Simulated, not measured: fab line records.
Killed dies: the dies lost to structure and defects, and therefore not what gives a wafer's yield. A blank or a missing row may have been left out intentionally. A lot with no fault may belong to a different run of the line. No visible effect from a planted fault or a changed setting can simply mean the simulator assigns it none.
Which tool is to blame?    flow n5-finfet    Sampling: 24 lots, 72 wafers, 6 of 1938 route steps

== WHAT EACH GAUGE READ, for each wafer ==
N5_BEOL_M6_OVL_MEAS_12. Usual: M6_OVL gives -0.1 nm (standard deviation 0.79).
lot   measured      on          M6_OVL (nm)     flag
L074  day 9 05:27   overlay-01  -0.9 0.4 -0.9   
L075  day 9 08:13   overlay-02  0.0 0.3 -1.4    
L077  day 9 20:14   overlay-01  -0.9 -1.4 -0.8  
L076  day 9 20:26   overlay-02  0.0 -1.0 -0.8   
L078  day 10 02:27  overlay-02  -0.6 -0.6 -0.7  
L079  day 10 05:59  overlay-01  -0.8 0.1 -0.8   
L080  day 10 06:10  overlay-02  0.3 0.0 0.5     
L082  day 11 04:33  overlay-02  0.7 1.8 0.6     
L081  day 11 04:35  overlay-01  1.0 0.8 0.6     
L083  day 11 07:07  overlay-01  -0.6 0.4 -0.2   
L084  day 11 07:21  overlay-01  1.0 0.5 0.6     
L087  day 12 07:59  overlay-02  -0.7 -0.7 0.5   
L085  day 12 03:17  overlay-02  -0.3 -1.4 -1.0  
L088  day 12 05:30  overlay-01  0.7 0.6 0.5     
L086  day 12 11:16  overlay-01  0.7 0.9 1.0     
L089  day 12 19:00  overlay-01  0.7 0.2 0.0     
L091  day 12 19:37  overlay-02  -0.1 -0.2 -1.1  
L090  day 13 06:02  overlay-01  0.4 0.9 0.1     
L092  day 13 13:54  overlay-01  -1.4 -1.0 -0.7  
L093  day 13 15:52  overlay-01  -1.0 -1.0 0.5   
L094  day 14 06:04  overlay-01  -1.3 -0.9 0.2   
L095  day 14 09:13  overlay-01  -1.1 -0.1 0.0   
L097  day 15 03:44  overlay-02  1.0 1.4 1.5     
L096  day 15 09:03  overlay-02  -0.2 -1.1 -0.6  

== TOOL THAT RAN EACH LOT (tool first, then ch and the chambers of the sampled wafers, then the start) ==
lot   N5_BEOL_M5_SPUTTER_48         N5_BEOL_M5_SPUTTER_83         N5_BEOL_M5_ANNEAL_51              N5_BEOL_M5_DEP_56                N5_BEOL_M6_CURE_74
L074  pvd-sputter-01, day 8 21:46   pvd-sputter-01, day 8 23:56   rtp-anneal-01 ch 0, day 9 02:19   pecvd-03 ch 0,2, day 9 03:07     uv-cure-01 ch 0, day 9 03:18
L075  pvd-sputter-03, day 9 00:05   pvd-sputter-03, day 9 02:16   rtp-anneal-02 ch 0, day 9 04:45   pecvd-03 ch 0,1, day 9 05:27     uv-cure-03 ch 0, day 9 05:48
L077  pvd-sputter-03, day 9 11:52   pvd-sputter-03, day 9 14:03   rtp-anneal-01 ch 0, day 9 16:25   pecvd-01 ch 0,1, day 9 17:13     uv-cure-03 ch 1, day 9 17:26
L076  pvd-sputter-01, day 9 12:16   pvd-sputter-01, day 9 14:26   rtp-anneal-01 ch 0, day 9 16:49   pecvd-01 ch 0,1, day 9 17:40     uv-cure-02 ch 2, day 9 17:53
L078  pvd-sputter-02, day 9 17:27   pvd-sputter-02, day 9 19:38   rtp-anneal-01 ch 0, day 9 22:03   pecvd-01 ch 0,1, day 9 22:48     uv-cure-01 ch 0, day 9 23:07
L079  pvd-sputter-01, day 9 21:17   pvd-sputter-01, day 9 23:28   rtp-anneal-02 ch 0, day 10 01:55  pecvd-04 ch 0,1, day 10 03:18    uv-cure-03 ch 2, day 10 03:39
L080  pvd-sputter-03, day 9 21:43   pvd-sputter-03, day 9 23:53   rtp-anneal-02 ch 0, day 10 02:16  pecvd-04 ch 0,1,2, day 10 03:23  uv-cure-02 ch 2, day 10 03:35
L082  pvd-sputter-01, day 10 17:45  pvd-sputter-01, day 10 19:55  rtp-anneal-01 ch 0, day 10 22:21  pecvd-01 ch 0,2, day 10 23:06    uv-cure-01 ch 1, day 10 23:28
L081  pvd-sputter-03, day 10 18:52  pvd-sputter-03, day 10 21:03  rtp-anneal-01 ch 0, day 10 23:28  pecvd-04 ch 0,2, day 11 00:25    uv-cure-02 ch 1, day 11 00:41
L083  pvd-sputter-02, day 10 23:23  pvd-sputter-02, day 11 01:34  rtp-anneal-02 ch 0, day 11 04:06  pecvd-04 ch 0,1,2, day 11 05:23  uv-cure-02 ch 0, day 11 05:39
L084  pvd-sputter-03, day 10 23:33  pvd-sputter-03, day 11 01:44  rtp-anneal-01 ch 0, day 11 04:28  pecvd-01 ch 0,1,2, day 11 05:25  uv-cure-03 ch 0, day 11 05:37
L087  pvd-sputter-01, day 11 20:02  pvd-sputter-01, day 11 22:12  rtp-anneal-01 ch 0, day 12 04:46  pecvd-01 ch 0,1, day 12 05:31    uv-cure-01 ch 0, day 12 05:47
L085  pvd-sputter-03, day 11 20:23  pvd-sputter-03, day 11 22:34  rtp-anneal-01 ch 0, day 12 01:02  pecvd-01 ch 0,2, day 12 01:46    uv-cure-01 ch 2, day 12 02:07
L088  pvd-sputter-02, day 11 21:47  pvd-sputter-02, day 11 23:58  rtp-anneal-01 ch 0, day 12 02:23  pecvd-01 ch 0,2, day 12 03:10    uv-cure-03 ch 2, day 12 03:28
L086  pvd-sputter-03, day 12 03:06  pvd-sputter-03, day 12 05:16  rtp-anneal-01 ch 0, day 12 07:39  pecvd-01 ch 0,1,2, day 12 08:26  uv-cure-01 ch 2, day 12 08:57
L089  pvd-sputter-03, day 12 10:44  pvd-sputter-03, day 12 12:54  rtp-anneal-01 ch 0, day 12 15:19  pecvd-01 ch 0,1,2, day 12 16:07  uv-cure-01 ch 1, day 12 16:24
L091  pvd-sputter-01, day 12 12:16  pvd-sputter-01, day 12 14:26  rtp-anneal-02 ch 0, day 12 17:15  pecvd-04 ch 1,2, day 12 18:00    uv-cure-02 ch 1, day 12 18:16
L090  pvd-sputter-01, day 12 22:15  pvd-sputter-01, day 13 00:25  rtp-anneal-01 ch 0, day 13 03:02  pecvd-04 ch 0,2, day 13 03:49    uv-cure-01 ch 1, day 13 04:01
L092  pvd-sputter-03, day 13 04:15  pvd-sputter-03, day 13 06:26  rtp-anneal-02 ch 0, day 13 08:54  pecvd-01 ch 0,1,2, day 13 09:41  uv-cure-02 ch 0, day 13 10:01
L093  pvd-sputter-01, day 13 08:34  pvd-sputter-01, day 13 10:45  rtp-anneal-02 ch 0, day 13 13:13  pecvd-04 ch 1,2, day 13 13:55    uv-cure-01 ch 1, day 13 14:17
L094  pvd-sputter-03, day 13 22:38  pvd-sputter-03, day 14 00:49  rtp-anneal-02 ch 0, day 14 03:19  pecvd-01 ch 1,2, day 14 04:01    uv-cure-03 ch 2, day 14 04:45
L095  pvd-sputter-01, day 14 00:01  pvd-sputter-01, day 14 02:11  rtp-anneal-01 ch 0, day 14 04:34  pecvd-01 ch 1,2, day 14 05:23    uv-cure-03 ch 2, day 14 05:35
L097  pvd-sputter-02, day 14 20:31  pvd-sputter-02, day 14 22:41  rtp-anneal-02 ch 0, day 15 01:04  pecvd-01 ch 1,2, day 15 02:01    uv-cure-01 ch 1, day 15 02:13
L096  pvd-sputter-01, day 15 01:40  pvd-sputter-01, day 15 03:50  rtp-anneal-01 ch 0, day 15 06:13  pecvd-04 ch 0,1,2, day 15 07:04  uv-cure-03 ch 2, day 15 07:15
- N5_BEOL_M5_SPUTTER_48: material Cu, target thk 15 nm, time 27.62 s.
- N5_BEOL_M5_SPUTTER_83: material Cu, target thk 15 nm, time 27.62 s.
- N5_BEOL_M5_ANNEAL_51: time 90 s.
- N5_BEOL_M5_DEP_56: deposits SiCN from 3MS/NH3, target thk 8 nm, time 14 s.
- N5_BEOL_M6_CURE_74: cures SiCOH lowk, time 240 s.

== WHAT THE TOOLS THEMSELVES READ (means of the sampled wafers that have a number; where no wafer has one, the mark that the record gives instead) ==
N5_BEOL_M5_SPUTTER_48. Usual: substrate-temp-c -20.00 C, standard deviation 0.11; throttle-valve-pct 30.6 %, standard deviation 0.93.
lot   tool            substrate-temp-c (C)  throttle-valve-pct (%)  flag
L074  pvd-sputter-01  -19.92                30.2                    
L075  pvd-sputter-03  -20.00                31.6                    
L077  pvd-sputter-03  -19.98                30.0                    
L076  pvd-sputter-01  -19.94                30.8                    
L078  pvd-sputter-02  -19.87                30.0                    
L079  pvd-sputter-01  -19.97                31.6                    
L080  pvd-sputter-03  -19.88                29.8                    
L082  pvd-sputter-01  -20.05                30.7                    
L081  pvd-sputter-03  -19.94                30.1                    
L083  pvd-sputter-02  -20.01                30.3                    
L084  pvd-sputter-03  -20.10                31.0                    
L087  pvd-sputter-01  -19.96                31.7                    
L085  pvd-sputter-03  -20.04                31.8                    
L088  pvd-sputter-02  -19.98                30.3                    
L086  pvd-sputter-03  -20.02                31.0                    
L089  pvd-sputter-03  -20.12                30.9                    
L091  pvd-sputter-01  -20.07                30.8                    
L090  pvd-sputter-01  -20.08                30.9                    
L092  pvd-sputter-03  -20.04                29.3                    
L093  pvd-sputter-01  -19.97                30.8                    
L094  pvd-sputter-03  -19.90                30.0                    
L095  pvd-sputter-01  -19.95                31.1                    
L097  pvd-sputter-02  -19.93                30.6                    
L096  pvd-sputter-01  -19.96                31.1                    

N5_BEOL_M5_SPUTTER_83. Usual: substrate-temp-c -19.99 C, standard deviation 0.11; throttle-valve-pct 30.6 %, standard deviation 0.95.
lot   tool            substrate-temp-c (C)  throttle-valve-pct (%)  flag
L074  pvd-sputter-01  -20.00                30.3                    
L075  pvd-sputter-03  -19.84                31.8                    
L077  pvd-sputter-03  -19.99                30.0                    
L076  pvd-sputter-01  -19.95                30.8                    
L078  pvd-sputter-02  -19.92                30.1                    
L079  pvd-sputter-01  -19.96                31.6                    
L080  pvd-sputter-03  -20.04                29.9                    
L082  pvd-sputter-01  -19.95                30.7                    
L081  pvd-sputter-03  -19.93                30.2                    
L083  pvd-sputter-02  -19.98                30.3                    
L084  pvd-sputter-03  -20.03                31.0                    
L087  pvd-sputter-01  -20.05                31.7                    
L085  pvd-sputter-03  -19.96                31.8                    
L088  pvd-sputter-02  -20.05                30.5                    
L086  pvd-sputter-03  -19.91                30.9                    
L089  pvd-sputter-03  -19.88                30.9                    
L091  pvd-sputter-01  -20.01                30.8                    
L090  pvd-sputter-01  -20.00                30.9                    
L092  pvd-sputter-03  -20.06                29.2                    
L093  pvd-sputter-01  -19.91                30.9                    
L094  pvd-sputter-03  -19.96                30.0                    
L095  pvd-sputter-01  -20.06                31.0                    
L097  pvd-sputter-02  -19.93                30.5                    
L096  pvd-sputter-01  -19.98                31.0                    

N5_BEOL_M5_ANNEAL_51. Usual: 225.85 for wafer_temp_C_max, sd 0.23.
lot   tool           wafer_temp_C_max  flag
L074  rtp-anneal-01  225.67            
L075  rtp-anneal-02  225.51            
L077  rtp-anneal-01  225.98            
L076  rtp-anneal-01  225.88            
L078  rtp-anneal-01  225.80            
L079  rtp-anneal-02  226.04            
L080  rtp-anneal-02  225.94            
L082  rtp-anneal-01  226.05            
L081  rtp-anneal-01  225.52            
L083  rtp-anneal-02  225.78            
L084  rtp-anneal-01  226.04            
L087  rtp-anneal-01  225.85            
L085  rtp-anneal-01  225.85            
L088  rtp-anneal-01  225.82            
L086  rtp-anneal-01  225.85            
L089  rtp-anneal-01  226.08            
L091  rtp-anneal-02  225.89            
L090  rtp-anneal-01  225.95            
L092  rtp-anneal-02  225.66            
L093  rtp-anneal-02  225.75            
L094  rtp-anneal-02  225.87            
L095  rtp-anneal-01  225.59            
L097  rtp-anneal-02  225.83            
L096  rtp-anneal-01  225.84            

N5_BEOL_M5_DEP_56. Usual: showerhead-plenum-p-Torr 3.660 Torr, standard deviation 0.012; throttle-valve-pct 8.7 %, standard deviation 0.55.
lot   tool      showerhead-plenum-p-Torr (Torr)  throttle-valve-pct (%)  flag
L074  pecvd-03  3.659                            9.0                     
L075  pecvd-03  3.648                            9.2                     
L077  pecvd-01  3.657                            9.4                     
L076  pecvd-01  3.660                            9.0                     
L078  pecvd-01  3.651                            9.3                     
L079  pecvd-04  3.654                            8.5                     
L080  pecvd-04  3.666                            8.6                     
L082  pecvd-01  3.663                            8.4                     
L081  pecvd-04  3.660                            8.6                     
L083  pecvd-04  3.668                            8.7                     
L084  pecvd-01  3.658                            8.9                     
L087  pecvd-01  3.659                            8.9                     
L085  pecvd-01  3.665                            8.2                     
L088  pecvd-01  3.662                            8.2                     
L086  pecvd-01  3.660                            8.9                     
L089  pecvd-01  3.659                            8.8                     
L091  pecvd-04  3.673                            8.6                     
L090  pecvd-04  3.665                            8.5                     
L092  pecvd-01  3.658                            8.8                     
L093  pecvd-04  3.674                            8.6                     
L094  pecvd-01  3.657                            9.0                     
L095  pecvd-01  3.657                            8.7                     
L097  pecvd-01  3.651                            9.1                     
L096  pecvd-04  3.660                            8.6                     

N5_BEOL_M6_CURE_74. Usual: lamp-power-pct 52.32 %, standard deviation 0.054; wafer_temp_C_max 386.9, standard deviation 0.71.
lot   tool        lamp-power-pct (%)  wafer_temp_C_max  flag
L074  uv-cure-01  52.29               387.5             
L075  uv-cure-03  52.31               387.6             
L077  uv-cure-03  52.35               386.8             
L076  uv-cure-02  52.32               388.4             
L078  uv-cure-01  52.31               386.9             
L079  uv-cure-03  52.30               386.1             
L080  uv-cure-02  52.29               388.7             
L082  uv-cure-01  52.29               386.5             
L081  uv-cure-02  52.39               387.3             
L083  uv-cure-02  52.32               386.5             
L084  uv-cure-03  52.37               387.2             
L087  uv-cure-01  52.31               386.9             
L085  uv-cure-01  52.34               387.5             
L088  uv-cure-03  52.31               386.0             
L086  uv-cure-01  52.31               387.9             
L089  uv-cure-01  52.28               386.5             
L091  uv-cure-02  52.34               387.1             
L090  uv-cure-01  52.32               386.7             
L092  uv-cure-02  52.34               386.5             
L093  uv-cure-01  52.29               386.5             
L094  uv-cure-03  52.32               386.1             
L095  uv-cure-03  52.31               386.3             
L097  uv-cure-01  52.35               386.7             
L096  uv-cure-03  52.29               386.6             

== THE ANSWER, worked out from the rows above alone ==
Rule: take the mean of a lot's wafers that have a number; if it is more than 3 standard deviations from the usual mean, the lot is off. A lot without any number at a reading at which 4 lots or more have one is off too. Any other lot the step has rows for is counted as sound. Order of review: gauges by route order, followed by the tools' own readings, for which a lot's mean as printed above is used. The first step at which some lot is off is used, and at that step the reading that is off furthest; a lot without a number counts as furthest.
Across all readings shown, no lot is off: no conclusion can be drawn from this.

== WHAT WAS PUT IN BY THE SIMULATOR ==
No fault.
